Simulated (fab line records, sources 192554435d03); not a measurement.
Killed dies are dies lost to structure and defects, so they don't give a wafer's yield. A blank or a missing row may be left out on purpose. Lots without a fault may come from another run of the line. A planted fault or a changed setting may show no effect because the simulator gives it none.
fab line records | flow n5_finfet
record lots=24 wafers=72 last_day=17
route steps=1938 shown BEOL_M0_SAQP@675 BEOL_M0@722
lots that met no fault: from a run of the same line without faults
start_h: hours from the record's first day to the start of the lot's first wafer shown | wait_h: hours since the lot's step before | " the same as in the row above | L1.1+2: a row that stands for several wafers | - no value, or no start given | * or withheld: withheld | < > ~ a bound
route shown NAME@n: a module of which the file shows steps, and the number in the route of the first | usual: mean/standard deviation of fault-free wafers | same: alike in all rows | chamber/n: place in a boat | sites: the reading at each site | _std_site: their standard deviation | _edge_site: outer sites' mean less inner sites' | radius_mm: how far each site lies from the wafer's centre | mask NAME#n: copy n | behind: the tool/chamber that last shaped the wafer | hold: why the lot was held/for how many hours/how that ended | device: the transistor (n, p or np) that didn't switch | end of line: the same wafers' tests at the end of the route | a step without rows: its recipe alone | killed: dies lost to structure and defects at the first sort, not the wafer's yield | map: a wafer's dies, x killed, . not, _ none there
set.NAME: the setting as run; set.NAME@STEP: as run at that earlier step | model.NAME: the simulator's own value behind a step, which no gauge read
steps of the route over a sample of lots; a table a step, a row a wafer
services: from which hour (start_h, from the record's first day; less than 0 if before it) a tool's chamber was out of use, for how many hours, and why
## steps
# step N5_BEOL_M0_SAQP_RECESS_109
# recipe chemistry=HF/NH3 target=SiO2 target_depth_a=30 afs_cycles=1 temp_c=30 sublimation_temp_c=180 sublimation_time_s=60
# usual drypump_motor_current_A=6.0/0.41 temp_c=30.00/0.1
# columns lot.wafer tool chamber start_h wait_h drypump_motor_current_A temp_c
L074.2 vapor_etch-01 0 114.20 0.0 6.1 30.01
L074.3 " 0 " " 6.1 30.09
L074.5 " 1 " " 5.7 29.98
L075.1 vapor_etch-02 1 116.99 0.0 6.5 29.93
L075.3 " 0 " " 5.5 29.99
L075.5 " 0 " " 5.5 29.97
L076.1 vapor_etch-02 1 122.29 0.0 6.5 30.00
L076.3 " 0 " " 5.4 30.23
L076.5 " 1 " " 6.5 30.15
L077.1 vapor_etch-01 0 128.93 0.0 6.1 29.98
L077.3 " 0 " " 6.1 29.68
L077.6 " 0 " " 6.1 29.83
L078.1 vapor_etch-02 1 138.62 0.0 6.5 29.98
L078.3 " 1 " " 6.5 30.11
L078.6 " 0 " " 5.5 29.82
L079.1 vapor_etch-01 0 141.41 0.0 6.1 30.02
L079.3 " 0 " " 6.0 30.00
L079.6 " 0 " " 6.0 29.81
L080.1 vapor_etch-02 0 150.70 0.1 5.4 30.07
L080.3 " 1 " " 6.5 29.98
L080.5 " 0 " " 5.4 29.94
L081.2 vapor_etch-01 0 153.89 0.1 6.1 30.09
L081.3 " 0 " " 6.1 30.06
L081.5 " 0 " " 6.0 30.06
L082.1 vapor_etch-02 0 162.16 0.1 5.4 30.03
L082.2 " 1 " " 6.5 29.93
L082.3 " 1 " " 6.5 29.99
L083.2 vapor_etch-01 0 165.12 0.1 6.0 30.09
L083.4 " 0 " " 6.0 29.99
L083.5 " 0 " " 6.1 30.03
L084.2 vapor_etch-01 0 169.74 0.1 6.0 29.96
L084.3 " 0 " " 6.1 30.04
L084.5 " 0 " " 6.0 30.09
L085.3 vapor_etch-02 0 177.15 0.1 5.5 30.01
L085.4 " 1 " " 6.5 29.81
L085.6 " 0 " " 5.4 29.86
L086.1 vapor_etch-01 0 182.20 0.0 6.0 29.89
L086.3 " 0 " " 6.0 30.09
L086.4 " 0 " " 6.0 29.96
L087.1 vapor_etch-02 0 188.87 0.4 5.4 30.07
L087.3 " 0 " " 5.5 30.00
L087.6 " 1 " " 6.5 30.00
L088.1 vapor_etch-01 0 194.01 0.0 6.1 29.82
L088.3 " 0 " " 6.1 29.85
L088.5 " 0 " " 6.1 30.12
L089.4 vapor_etch-02 0 201.24 0.1 5.4 29.96
L089.5 " 0 " " 5.4 29.91
L089.6 " 1 " " 6.5 29.92
L090.1 vapor_etch-02 1 206.54 0.0 6.5 30.09
L090.2 " 0 " " 5.5 29.94
L090.5 " 0 " " 5.5 30.01
L091.2 vapor_etch-02 0 210.83 0.0 5.5 30.13
L091.3 " 1 " " 6.5 29.85
L091.4 " 0 " " 5.5 30.04
L092.2 vapor_etch-02 1 239.78 0.5 6.5 30.12
L092.5 " 0 " " 5.5 29.90
L092.6 " 1 " " 6.5 30.00
L094.1 vapor_etch-01 0 239.88 0.5 6.1 30.16
L094.4 " 0 " " 6.1 30.01
L094.6 " 0 " " 6.1 30.03
L093.2 vapor_etch-02 0 239.90 0.3 5.4 30.05
L093.4 " 1 " " 6.5 30.08
L093.5 " 0 " " 5.4 29.89
L095.1 vapor_etch-02 1 240.03 0.0 6.5 30.03
L095.3 " 0 " " 5.5 29.95
L095.4 " 1 " " 6.5 30.01
L096.1 vapor_etch-02 1 245.42 0.0 6.5 30.00
L096.3 " 1 " " 6.5 29.79
L096.4 " 0 " " 5.5 29.96
L097.2 vapor_etch-02 0 253.38 0.0 5.5 30.15
L097.5 " 1 " " 6.5 29.90
L097.6 " 0 " " 5.5 30.07
# step N5_BEOL_M0_STRIP_142
# recipe chemistry=N2/H2 time_s=10 power_w=450 temp_c=40 pressure_mtorr=20 rf_frequency_hz=6e+07 bias_power_w=7 n2_flow_sccm=200 h2_flow_sccm=200
# usual bias_power_w=7.000/0.022 drypump_motor_current_A=5.5/0.57 oes_product_au=0.79/0.1 rf_vpp_V=59.4/0.91 showerhead_plenum_p_Torr=2.56/0.097 temp_c=40.01/0.11 throttle_valve_pct=23.70/0.27
# columns lot.wafer tool chamber start_h wait_h bias_power_w drypump_motor_current_A oes_product_au rf_hours_counter_h rf_vpp_V showerhead_plenum_p_Torr temp_c throttle_valve_pct
L074.2 rie_diel-04 0 118.74 0.0 6.937 6.7 0.74 163 60.9 2.64 39.99 23.59
L074.3 " 3 " " 6.973 6.2 0.80 101 58.7 2.45 40.05 24.10
L074.5 " 1 " " 7.032 5.9 0.71 - 59.6 2.61 40.08 24.18
L075.1 rie_diel-05 0 122.05 0.0 6.990 4.8 0.68 220 56.9 2.41 39.96 23.81
L075.3 " 2 " " 7.018 5.3 0.92 25 58.9 2.58 40.06 23.20
L075.5 " 0 " " 6.981 4.8 0.68 - 58.8 2.41 40.24 23.81
L076.1 rie_diel-05 1 125.76 0.0 7.043 5.3 0.68 232 58.7 2.40 39.99 24.14
L076.3 " 3 " " 6.994 6.3 0.70 247 57.6 2.61 39.95 23.77
L076.5 " 1 " " 7.031 5.3 0.68 - 58.6 2.40 40.05 24.14
L077.1 rie_diel-05 0 134.77 0.0 7.033 4.8 0.67 225 59.1 2.40 39.94 23.82
L077.3 " 1 " " 6.947 5.3 0.66 236 60.1 2.40 40.06 24.14
L077.6 " 1 " " 6.971 5.3 0.67 - 59.2 2.40 40.10 24.15
L078.1 rie_diel-06 3 143.54 0.0 6.995 5.9 0.84 81 60.2 2.57 39.95 23.54
L078.3 " 2 " " 6.983 5.1 0.82 75 59.2 2.69 40.04 23.59
L078.6 " 2 " " 6.986 5.1 0.81 - 59.6 2.69 39.93 23.60
L079.1 rie_diel-05 1 146.95 0.0 7.030 5.3 0.68 242 56.2 2.40 39.95 24.16
L079.3 " 2 " " 7.005 5.3 0.89 36 59.4 2.58 39.92 23.22
L079.6 " 0 " " 6.980 4.8 0.67 - 58.6 2.40 40.02 23.83
L080.1 rie_diel-05 3 155.27 0.0 6.986 6.3 1.00 1 59.9 2.61 40.29 23.54
L080.3 " 1 " " 6.958 5.3 0.67 245 58.6 2.40 39.98 24.16
L080.5 " 3 " " 6.988 6.3 1.00 - 60.3 2.61 40.29 23.54
L081.2 rie_diel-06 3 160.43 0.0 6.984 5.9 0.83 88 59.0 2.57 39.99 23.56
L081.3 " 0 " " 6.983 6.2 0.69 236 59.2 2.51 40.03 24.08
L081.5 " 2 " " 7.003 5.1 0.80 - 59.9 2.69 40.08 23.60
L082.1 rie_diel-06 2 169.05 0.0 7.011 5.1 0.80 85 60.5 2.69 40.18 23.60
L082.2 " 0 " " 7.067 6.2 0.69 240 58.3 2.51 40.15 24.07
L082.3 " 3 " " 6.967 5.9 0.81 92 58.1 2.57 39.98 23.54
L083.2 rie_diel-06 1 170.33 0.0 6.976 4.8 0.69 204 59.7 2.50 39.98 23.56
L083.4 " 2 " " 7.023 5.1 0.79 86 59.9 2.69 40.18 23.60
L083.5 " 3 " " 7.034 5.9 0.82 - 58.2 2.57 39.97 23.58
L084.2 rie_diel-04 0 174.25 0.0 7.022 6.7 0.73 182 58.4 2.63 39.90 23.64
L084.3 " 3 " " 6.985 6.2 0.78 123 58.7 2.44 40.16 24.15
L084.5 " 0 " " 7.004 6.7 0.73 - 59.8 2.63 39.91 23.64
L085.3 rie_diel-06 1 182.09 0.0 6.974 4.8 0.71 208 58.7 2.50 40.04 23.56
L085.4 " 0 " " 7.017 6.3 0.70 244 58.0 2.51 40.04 24.08
L085.6 " 3 " " 7.001 5.9 0.81 - 59.3 2.57 39.86 23.58
L086.1 rie_diel-05 3 194.26 0.0 7.003 6.3 0.95 14 59.2 2.61 40.29 23.57
L086.3 " 2 " " 6.958 5.3 0.88 53 59.0 2.57 40.01 23.23
L086.4 " 1 " " 7.012 5.3 0.97 3 59.6 2.72 40.07 23.89
L087.1 rie_diel-05 2 194.64 0.0 7.007 5.3 0.87 54 60.7 2.57 40.01 23.23
L087.3 " 3 " " 7.004 6.3 0.95 14 58.6 2.61 40.00 23.55
L087.6 " 1 " " 6.993 5.3 0.97 - 61.0 2.72 40.07 23.89
L088.1 rie_diel-04 0 199.89 0.0 7.021 6.7 0.73 192 60.0 2.63 39.99 23.65
L088.3 " 2 " " 7.007 5.7 0.97 7 59.4 2.48 40.22 23.48
L088.5 " 1 " " 6.971 5.9 0.68 - 60.3 2.59 40.00 24.22
L089.4 rie_diel-05 1 205.85 0.0 6.970 5.3 0.94 - 58.8 2.71 39.96 23.89
L089.5 " 2 " " 6.980 5.3 0.86 - 59.9 2.57 40.01 23.25
L089.6 " 3 " " 7.036 6.3 0.93 - 59.3 2.61 39.99 23.56
L090.1 rie_diel-06 3 212.99 0.0 6.993 5.9 0.80 109 57.7 2.56 39.97 23.59
L090.2 " 2 " " 6.989 5.1 0.77 102 58.3 2.68 40.01 23.61
L090.5 " 1 " " 7.036 4.8 0.69 - 59.3 2.50 39.91 23.58
L091.2 rie_diel-06 1 217.14 0.0 7.015 4.8 0.69 221 60.0 2.50 39.95 23.58
L091.3 " 2 " " 7.001 5.1 0.78 103 60.2 2.68 39.80 23.61
L091.4 " 3 " " 6.984 5.9 0.80 - 59.7 2.56 39.85 23.59
L092.2 rie_diel-06 3 245.12 0.0 6.986 5.9 0.80 121 60.5 2.56 39.96 23.61
L092.5 " 1 " " 7.030 4.8 0.68 - 59.7 2.49 40.17 23.59
L092.6 " 2 " " 6.995 5.1 0.77 - 59.6 2.67 39.89 23.62
L093.2 rie_diel-04 1 245.29 0.0 7.019 5.9 0.99 2 60.6 2.59 39.97 23.76
L093.4 " 0 " " 7.027 6.7 0.72 209 59.6 2.62 39.92 23.66
L093.5 " 2 " " 7.000 5.7 0.92 - 59.6 2.47 39.82 23.50
L094.1 rie_diel-05 1 247.17 0.0 7.017 5.3 0.89 23 59.8 2.71 39.91 23.92
L094.4 " 0 " " 7.049 4.8 0.95 - 60.1 2.71 39.97 23.71
L094.6 " 1 " " 6.993 5.3 0.90 - 60.3 2.71 40.09 23.92
L095.1 rie_diel-06 1 249.54 0.0 7.010 4.8 0.69 234 60.9 2.49 40.06 23.59
L095.3 " 2 " " 6.977 5.1 0.77 115 58.4 2.67 39.99 23.64
L095.4 " 3 " " 6.974 5.9 0.79 123 60.0 2.56 40.04 23.61
L096.1 rie_diel-05 1 249.58 0.0 6.996 5.3 0.90 24 61.4 2.71 40.04 23.92
L096.3 " 2 " " 6.975 5.3 0.84 75 59.7 2.56 40.14 23.27
L096.4 " 2 " " 7.042 5.3 0.84 - 58.9 2.56 40.21 23.27
L097.2 rie_diel-06 3 259.89 0.0 7.005 5.8 0.79 126 59.9 2.55 40.00 23.62
L097.5 " 3 " " 7.007 5.8 0.78 - 59.2 2.55 40.08 23.62
L097.6 " 2 " " 6.999 5.1 0.76 - 59.4 2.67 40.13 23.65
# step N5_BEOL_M0_OCD_MEAS_108
# usual trench_depth_nm=32.9/0.64
# columns lot.wafer tool chamber start_h wait_h trench_depth_nm
L074.2 ocd-01 - 118.82 0.1 31.5
L074.3 " - " " 32.1
L074.5 " - " " 32.9
L075.1 ocd-01 - 122.13 0.1 33.0
L075.3 " - " " 32.9
L075.5 " - " " 32.8
L076.1 ocd-01 - 125.84 0.1 33.7
L076.3 " - " " 32.9
L076.5 " - " " 33.4
L077.1 ocd-01 - 134.84 0.1 32.8
L077.3 " - " " 32.8
L077.6 " - " " 32.2
L078.1 ocd-01 - 143.62 0.1 33.2
L078.3 " - " " 32.9
L078.6 " - " " 33.2
L079.1 ocd-01 - 147.03 0.1 32.5
L079.3 " - " " 32.8
L079.6 " - " " 33.1
L080.1 ocd-02 - 155.34 0.1 33.6
L080.3 " - " " 32.4
L080.5 " - " " 33.6
L081.2 ocd-02 - 160.51 0.1 33.2
L081.3 " - " " 33.4
L081.5 " - " " 33.2
L082.1 ocd-01 - 169.13 0.1 33.1
L082.2 " - " " 32.2
L082.3 " - " " 32.9
L083.2 ocd-02 - 170.41 0.1 31.5
L083.4 " - " " 32.9
L083.5 " - " " 32.1
L084.2 ocd-02 - 174.34 0.1 32.7
L084.3 " - " " 32.3
L084.5 " - " " 32.0
L085.3 ocd-01 - 182.17 0.1 32.2
L085.4 " - " " 32.4
L085.6 " - " " 32.9
L086.1 ocd-01 - 194.34 0.1 34.0
L086.3 " - " " 33.2
L086.4 " - " " 34.0
L087.1 ocd-02 - 194.72 0.1 33.2
L087.3 " - " " 33.7
L087.6 " - " " 33.6
L088.1 ocd-01 - 199.97 0.1 32.3
L088.3 " - " " 32.3
L088.5 " - " " 32.9
L089.4 ocd-01 - 205.91 0.0 34.0
L089.5 " - " " 33.0
L089.6 " - " " 34.2
L090.1 ocd-01 - 213.07 0.1 33.2
L090.2 " - " " 32.4
L090.5 " - " " 32.0
L091.2 ocd-01 - 217.22 0.1 31.6
L091.3 " - " " 32.1
L091.4 " - " " 33.4
L092.2 ocd-02 - 245.20 0.1 33.3
L092.5 " - " " 32.4
L092.6 " - " " 32.1
L093.2 ocd-02 - 245.37 0.1 33.3
L093.4 " - " " 33.2
L093.5 " - " " 32.5
L094.1 ocd-02 - 247.25 0.1 33.4
L094.4 " - " " 34.1
L094.6 " - " " 33.0
L095.1 ocd-01 - 249.62 0.1 31.8
L095.3 " - " " 32.7
L095.4 " - " " 33.0
L096.1 ocd-02 - 249.66 0.1 33.2
L096.3 " - " " 33.4
L096.4 " - " " 32.6
L097.2 ocd-01 - 259.97 0.1 32.7
L097.5 " - " " 33.7
L097.6 " - " " 32.7
# step N5_BEOL_M0_ETCH_109
# recipe chemistry=CH3F/O2 target_depth_a=80 overetch_a=24 target=SiCN time_s=27.4 ion_energy_ev=120 pressure_mtorr=30 source_w=395 bias_w=75 Ar_flow_sccm=150 CH3F_flow_sccm=30 O2_flow_sccm=20
# usual drypump_motor_current_A=5.6/0.61 oes_product_au=0.68/0.084 rf_fwd_power_W=393.0/1.3 rf_vpp_V=297.8/1.6 showerhead_plenum_p_Torr=2.02/0.075 throttle_valve_pct=16.4/0.31
# columns lot.wafer tool chamber start_h wait_h drypump_motor_current_A oes_product_au rf_fwd_power_W rf_hours_counter_h rf_vpp_V showerhead_plenum_p_Torr throttle_valve_pct
L074.2 rie_diel-06 3 118.92 0.0 5.8 0.70 394.4 72 299.0 2.02 16.2
L074.3 " 1 " " 4.8 0.61 393.2 189 296.2 1.97 16.4
L074.5 " 0 " " 6.3 0.60 392.2 - 296.3 1.96 16.6
L075.1 rie_diel-05 2 122.24 0.0 5.3 0.76 391.4 25 296.9 2.01 15.8
L075.3 " 1 " " 5.3 0.57 391.6 231 294.1 1.88 16.7
L075.5 " 0 " " 4.8 0.59 392.7 - 295.8 1.91 16.6
L076.1 rie_diel-04 2 125.95 0.0 5.6 0.57 392.6 237 296.4 1.94 16.5
L076.3 " 1 " " 5.8 0.60 392.7 216 297.2 2.07 16.9
L076.5 " 0 " " 6.7 0.65 393.1 - 297.9 2.08 16.3
L077.1 rie_diel-04 1 134.95 0.0 5.9 0.59 393.7 219 299.0 2.07 17.0
L077.3 " 0 " " 6.7 0.63 391.5 169 298.8 2.08 16.3
L077.6 " 3 " " 6.2 0.67 392.5 - 296.1 1.95 16.6
L078.1 rie_diel-06 1 144.03 0.3 4.8 0.60 393.5 194 298.2 1.97 16.4
L078.3 " 2 " " 5.1 0.67 393.6 75 299.3 2.14 16.1
L078.6 " 1 " " 4.8 0.61 391.3 - 297.2 1.97 16.4
L079.1 rie_diel-04 2 147.52 0.3 5.6 0.57 396.3 247 296.8 1.94 16.5
L079.3 " 3 " " 6.2 0.66 393.8 111 297.5 1.95 16.6
L079.6 " 2 " " 5.7 0.58 394.6 - 296.2 1.94 16.5
L080.1 rie_diel-05 0 155.46 0.0 4.8 0.59 392.0 234 295.3 1.91 16.6
L080.3 " 1 " " 5.3 0.57 392.0 245 294.3 1.87 16.7
L080.5 " 0 " " 4.8 0.59 391.8 - 294.1 1.91 16.6
L081.2 rie_diel-04 3 160.94 0.4 6.2 0.65 393.5 116 296.8 1.95 16.6
L081.3 " 1 " " 5.8 0.61 394.9 228 297.7 2.07 17.0
L081.5 " 0 " " 6.7 0.63 394.1 - 298.2 2.07 16.3
L082.1 rie_diel-05 2 169.78 0.6 5.3 0.74 393.4 44 297.8 2.01 15.8
L082.2 " 3 " " 6.4 0.80 392.4 6 297.7 2.04 16.1
L082.3 " 1 " " 5.3 0.57 393.3 250 296.2 1.87 16.7
L083.2 rie_diel-05 3 170.56 0.1 6.3 0.79 392.0 6 298.6 2.04 16.1
L083.4 " 0 " " 4.8 0.59 393.1 - 294.8 1.90 16.7
L083.5 " 3 " " 6.3 0.81 390.7 - 297.3 2.04 16.1
L084.2 rie_diel-05 2 174.69 0.3 5.3 0.73 392.6 47 297.8 2.01 15.8
L084.3 " 3 " " 6.3 0.80 392.3 8 297.5 2.04 16.1
L084.5 " 0 " " 4.8 0.58 391.9 - 295.6 1.90 16.7
L085.3 rie_diel-04 2 182.28 0.0 5.7 0.86 394.3 0 298.8 1.94 16.0
L085.4 " 1 " " 5.8 0.59 393.3 239 299.5 2.06 17.0
L085.6 " 0 " " 6.7 0.65 393.1 - 298.8 2.07 16.4
L086.1 rie_diel-06 1 194.69 0.3 4.8 0.60 393.3 212 297.1 1.96 16.4
L086.3 " 2 " " 5.1 0.67 391.5 94 300.1 2.13 16.2
L086.4 " 0 " " 6.2 0.59 390.2 249 296.6 1.95 16.7
L087.1 rie_diel-05 3 194.83 0.0 6.3 0.79 391.0 15 299.5 2.04 16.1
L087.3 " 0 " " 4.8 0.57 393.9 248 295.9 1.90 16.7
L087.6 " 3 " " 6.3 0.78 390.2 - 298.8 2.04 16.1
L088.1 rie_diel-06 2 200.24 0.2 5.1 0.65 391.6 97 300.1 2.13 16.2
L088.3 " 3 " " 5.9 0.66 392.9 105 298.8 2.01 16.3
L088.5 " 3 " " 5.9 0.67 391.4 - 297.6 2.01 16.2
L089.4 rie_diel-04 3 206.01 0.0 6.2 0.65 394.2 133 295.7 1.94 16.7
L089.5 " 1 " " 5.9 0.59 393.1 - 298.6 2.06 17.0
L089.6 " 0 " " 6.7 0.64 392.7 - 299.9 2.07 16.4
L090.1 rie_diel-06 3 213.18 0.0 5.9 0.66 393.0 109 297.1 2.00 16.3
L090.2 " 1 " " 4.8 0.59 393.2 220 295.3 1.96 16.5
L090.5 " 2 " " 5.1 0.67 393.8 - 298.5 2.13 16.2
L091.2 rie_diel-05 1 217.39 0.1 5.3 0.79 393.3 11 299.7 2.11 16.2
L091.3 " 3 " " 6.3 0.77 392.7 23 298.3 2.04 16.1
L091.4 " 0 " " 4.8 0.87 393.8 1 300.8 2.15 16.3
L092.2 rie_diel-05 1 245.54 0.3 5.3 0.74 394.5 23 301.0 2.11 16.2
L092.5 " 0 " " 4.8 0.82 393.8 - 298.6 2.15 16.3
L092.6 " 2 " " 5.3 0.69 394.4 - 297.9 2.00 15.8
L093.2 rie_diel-06 3 245.56 0.1 5.9 0.65 391.6 121 297.2 2.00 16.3
L093.4 " 0 " " 6.2 0.81 390.6 5 297.6 1.95 16.2
L093.5 " 2 " " 5.1 0.65 395.7 - 299.4 2.12 16.2
L094.1 rie_diel-04 1 247.48 0.2 5.9 0.80 394.2 3 297.7 2.06 16.5
L094.4 " 0 " " 6.7 0.60 393.0 210 297.9 2.06 16.4
L094.6 " 0 " " 6.7 0.63 392.9 - 297.7 2.06 16.4
L095.1 rie_diel-05 0 249.73 0.0 4.8 0.79 393.9 14 298.0 2.15 16.3
L095.3 " 1 " " 5.3 0.77 393.9 24 298.7 2.11 16.3
L095.4 " 2 " " 5.3 0.69 390.9 - 296.7 2.00 15.8
L096.1 rie_diel-05 2 249.81 0.1 5.3 0.69 396.3 75 297.4 2.00 15.9
L096.3 " 0 " " 4.8 0.79 396.0 14 300.4 2.15 16.3
L096.4 " 2 " " 5.3 0.69 394.3 - 298.6 2.00 15.8
L097.2 rie_diel-04 1 260.10 0.0 5.9 0.80 393.4 7 296.8 2.06 16.5
L097.5 " 3 " " 6.2 0.66 392.1 - 295.9 1.93 16.7
L097.6 " 0 " " 6.7 0.62 393.5 - 298.7 2.06 16.4
# step N5_BEOL_M0_ANNEAL_133
# recipe temp_c=400 time_s=60 ambient=vacuum
# usual heater_power_w=852/120
# columns lot.wafer tool chamber start_h wait_h heater_power_w
L074.2 pvd_sputter-01 - 121.70 0.0 820
L074.3 " - " " 895
L074.5 " - " " 853
L075.1 pvd_sputter-03 - 125.52 0.0 857
L075.3 " - " " 843
L075.5 " - " " 699
L076.1 pvd_sputter-01 - 127.14 0.0 902
L076.3 " - " " 834
L076.5 " - " " 797
L077.1 pvd_sputter-02 - 136.85 0.0 789
L077.3 " - " " 611
L077.6 " - " " 607
L078.1 pvd_sputter-01 - 146.18 0.0 794
L078.3 " - " " 927
L078.6 " - " " 941
L079.1 pvd_sputter-02 - 150.17 0.0 600
L079.3 " - " " 954
L079.6 " - " " 594
L080.1 pvd_sputter-01 - 157.46 0.0 793
L080.3 " - " " 945
L080.5 " - " " 949
L081.2 pvd_sputter-01 - 162.84 0.0 942
L081.3 " - " " 786
L081.5 " - " " 783
L082.1 pvd_sputter-02 - 171.20 0.0 608
L082.2 " - " " 941
L082.3 " - " " 1019
L083.2 pvd_sputter-02 - 173.58 0.0 981
L083.4 " - " " 590
L083.5 " - " " 611
L084.2 pvd_sputter-03 - 177.34 0.0 847
L084.3 " - " " 881
L084.5 " - " " 675
L085.3 pvd_sputter-01 - 183.84 0.0 817
L085.4 " - " " 807
L085.6 " - " " 809
L086.1 pvd_sputter-01 - 196.18 0.0 812
L086.3 " - " " 806
L086.4 " - " " 815
L087.1 pvd_sputter-02 - 196.34 0.0 805
L087.3 " - " " 613
L087.6 " - " " 1064
L088.1 pvd_sputter-01 - 202.52 0.0 815
L088.3 " - " " 788
L088.5 " - " " 924
L089.4 pvd_sputter-01 - 208.18 0.0 784
L089.5 " - " " 938
L089.6 " - " " 797
L090.1 pvd_sputter-03 - 214.80 0.0 891
L090.2 " - " " 1080
L090.5 " - " " 668
L091.2 pvd_sputter-03 - 218.82 0.0 1059
L091.3 " - " " 874
L091.4 " - " " 660
L093.2 pvd_sputter-03 - 247.39 0.0 840
L093.4 " - " " 695
L093.5 " - " " 873
L092.2 pvd_sputter-01 - 247.46 0.0 810
L092.5 " - " " 828
L092.6 " - " " 779
L094.1 pvd_sputter-01 - 249.40 0.0 806
L094.4 " - " " 801
L094.6 " - " " 836
L095.1 pvd_sputter-03 - 250.94 0.0 868
L095.3 " - " " 678
L095.4 " - " " 829
L096.1 pvd_sputter-01 - 251.06 0.0 853
L096.3 " - " " 766
L096.4 " - " " 936
L097.2 pvd_sputter-01 - 264.49 0.0 789
L097.5 " - " " 791
L097.6 " - " " 927
# step N5_BEOL_M0_SPUTTER_134
# recipe material=Cu target_thk_a=40 temp_c=-20 chamber_pressure_pa=0.07 power_w=withheld time_s=7.37
# usual chuck_sensor_temp_C=-15.8/0.51 throttle_valve_pct=30.3/1.3
# columns lot.wafer tool chamber start_h wait_h chuck_sensor_temp_C throttle_valve_pct
L074.2 pvd_sputter-01 - 121.74 0.0 -16.2 30.8
L074.3 " - " " -15.1 30.4
L074.5 " - " " -16.2 30.6
L075.1 pvd_sputter-03 - 125.56 0.0 -15.1 31.1
L075.3 " - " " -16.1 27.5
L075.5 " - " " -16.0 30.9
L076.1 pvd_sputter-01 - 127.18 0.0 -14.7 30.2
L076.3 " - " " -16.2 30.7
L076.5 " - " " -15.7 30.7
L077.1 pvd_sputter-02 - 136.89 0.0 -16.5 32.8
L077.3 " - " " -16.3 32.0
L077.6 " - " " -16.0 31.9
L078.1 pvd_sputter-01 - 146.22 0.0 -15.7 30.7
L078.3 " - " " -15.0 30.4
L078.6 " - " " -15.0 30.6
L079.1 pvd_sputter-02 - 150.21 0.0 -16.2 32.0
L079.3 " - " " -15.6 31.0
L079.6 " - " " -16.2 32.0
L080.1 pvd_sputter-01 - 157.50 0.0 -15.5 30.8
L080.3 " - " " -15.0 30.4
L080.5 " - " " -14.8 30.5
L081.2 pvd_sputter-01 - 162.88 0.0 -15.0 30.2
L081.3 " - " " -15.7 30.8
L081.5 " - " " -15.6 30.8
L082.1 pvd_sputter-02 - 171.24 0.0 -16.1 31.8
L082.2 " - " " -15.6 30.9
L082.3 " - " " -16.4 30.9
L083.2 pvd_sputter-02 - 173.62 0.0 -15.4 30.9
L083.4 " - " " -16.3 32.0
L083.5 " - " " -16.3 31.6
L084.2 pvd_sputter-03 - 177.38 0.0 -15.9 27.9
L084.3 " - " " -15.2 31.2
L084.5 " - " " -16.0 31.0
L085.3 pvd_sputter-01 - 183.88 0.0 -16.2 27.9
L085.4 " - " " -15.8 30.8
L085.6 " - " " -15.7 31.0
L086.1 pvd_sputter-01 - 196.22 0.0 -16.2 30.6
L086.3 " - " " -15.7 30.6
L086.4 " - " " -16.2 28.2
L087.1 pvd_sputter-02 - 196.38 0.0 -16.5 32.6
L087.3 " - " " -16.0 31.7
L087.6 " - " " -16.5 30.9
L088.1 pvd_sputter-01 - 202.56 0.0 -15.9 30.9
L088.3 " - " " -16.2 28.0
L088.5 " - " " -15.0 30.1
L089.4 pvd_sputter-01 - 208.22 0.0 -15.7 30.6
L089.5 " - " " -15.0 30.3
L089.6 " - " " -16.4 27.7
L090.1 pvd_sputter-03 - 214.84 0.0 -15.3 31.2
L090.2 " - " " -15.9 30.9
L090.5 " - " " -15.9 30.8
L091.2 pvd_sputter-03 - 218.86 0.0 -16.1 31.0
L091.3 " - " " -15.1 31.2
L091.4 " - " " -16.1 30.9
L093.2 pvd_sputter-03 - 247.43 0.0 -16.0 28.1
L093.4 " - " " -15.7 31.2
L093.5 " - " " -15.0 31.2
L092.2 pvd_sputter-01 - 247.50 0.0 -16.3 27.7
L092.5 " - " " -16.1 30.6
L092.6 " - " " -15.6 30.9
L094.1 pvd_sputter-01 - 249.44 0.0 -15.7 30.8
L094.4 " - " " -16.3 27.8
L094.6 " - " " -16.0 30.7
L095.1 pvd_sputter-03 - 250.98 0.0 -15.1 31.3
L095.3 " - " " -15.9 30.9
L095.4 " - " " -16.0 28.1
L096.1 pvd_sputter-01 - 251.10 0.0 -16.3 30.7
L096.3 " - " " -15.5 30.6
L096.4 " - " " -14.9 30.6
L097.2 pvd_sputter-01 - 264.53 0.0 -15.6 30.7
L097.5 " - " " -15.6 30.6
L097.6 " - " " -15.1 30.3
## services
# columns tool chamber start_h hours kind
pvd_sputter-02 - 103.35 1.5 repair
pvd_sputter-02 - 127.15 4.5 repair
rie_diel-05 3 133.54 - clean
rie_diel-05 3 133.54 - consumable_replace:focus_ring
rie_diel-05 3 133.54 18.2 scheduled_down
rie_diel-05 3 133.54 18.2 vent_cycle
rie_diel-04 0 138.65 5.3 repair
pvd_sputter-01 - 141.51 3.1 repair
rie_diel-06 0 147.08 5.7 repair
pvd_sputter-01 - 151.78 1.0 repair
vapor_etch-01 - 160.23 4.3 pm
vapor_etch-01 - 168.04 0.6 repair
rie_diel-05 1 170.15 - clean
rie_diel-05 1 170.15 - consumable_replace:focus_ring
rie_diel-05 1 170.15 - consumable_replace:showerhead
rie_diel-05 1 170.15 17.4 scheduled_down
rie_diel-05 1 170.15 17.4 vent_cycle
pvd_sputter-01 - 194.09 0.8 repair
rie_diel-05 0 200.40 - clean
rie_diel-05 0 200.40 - consumable_replace:focus_ring
rie_diel-05 0 200.40 - consumable_replace:showerhead
rie_diel-05 0 200.40 14.8 scheduled_down
rie_diel-04 1 235.62 8.8 repair
rie_diel-05 3 239.05 115.1 repair
## key
fault none
